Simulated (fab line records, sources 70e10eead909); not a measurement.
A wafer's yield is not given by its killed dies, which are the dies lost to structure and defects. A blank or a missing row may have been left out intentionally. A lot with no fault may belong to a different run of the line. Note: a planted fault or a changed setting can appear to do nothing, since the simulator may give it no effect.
Matching of chambers ; flow nand_harc ; cmp-01 running NHARC_THIN_TSV_CMP_01: 4 sister chambers
The step polishes. 8 wafers are shown with their chamber, then 11 later ones without.

## WAFERS PAIRED WITH THEIR CHAMBERS
wafer;chamber;motor_current_A (A);retaining_ring_pressure_frac
L080.3;0;10.8;0.996
L079.4;1;12.1;1.003
L081.2;3;12.9;1.008
L081.6;3;12.7;1.010
L084.2;2;11.4;0.999
L084.3;0;10.9;0.996
L084.5;1;11.4;0.998
L086.3;2;11.6;1.000

## WAFERS WITH NO CHAMBER GIVEN
wafer;motor_current_A (A);retaining_ring_pressure_frac
L086.4;11.2;1.005
L086.5;11.4;0.997
L087.1;11.3;1.001
L087.2;10.6;0.997
L087.5;12.0;1.002
L090.1;11.6;1.007
L090.3;11.2;1.000
L090.6;11.8;1.005
L093.1;11.6;0.992
L093.3;13.2;0.996
L093.6;10.5;1.000

## EACH ONE'S CHAMBER
wafer;from the rows above;in truth
L086.4;can't be placed: 2 or 1 or 0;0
L086.5;can't be placed: 2 or 0 or 1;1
L087.1;can't be placed: 2 or 1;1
L087.2;0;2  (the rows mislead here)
L087.5;can't be placed: 1 or 2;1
L090.1;can't be placed: 1 or 2 or 3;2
L090.3;can't be placed: 2 or 1 or 0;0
L090.6;can't be placed: 1 or 2 or 3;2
L093.1;can't be placed: 0 or 2 or 1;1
L093.3;can't be placed: 1 or 2 or 3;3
L093.6;can't be placed: 0 or 2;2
Placed correctly: 0 of 11. Unplaceable from these rows: 10, with the true chamber sitting among the candidates in 10. Wrongly placed: 1.
How it was worked out, from the rows above alone: a wafer's distance from a chamber is the root of the sum, over the readings, of the square of ((its reading less the chamber's mean) divided by the reading's scatter). If the next closest chamber is less than 2 further off than the closest, the wafer can't be placed; otherwise it belongs to the closest. The mean given for a chamber averages the wafers shown for that chamber. The scatter: take each reading less its chamber's mean, square it, sum over the shown wafers, divide by the number of wafers less the number of chambers, and take the root.
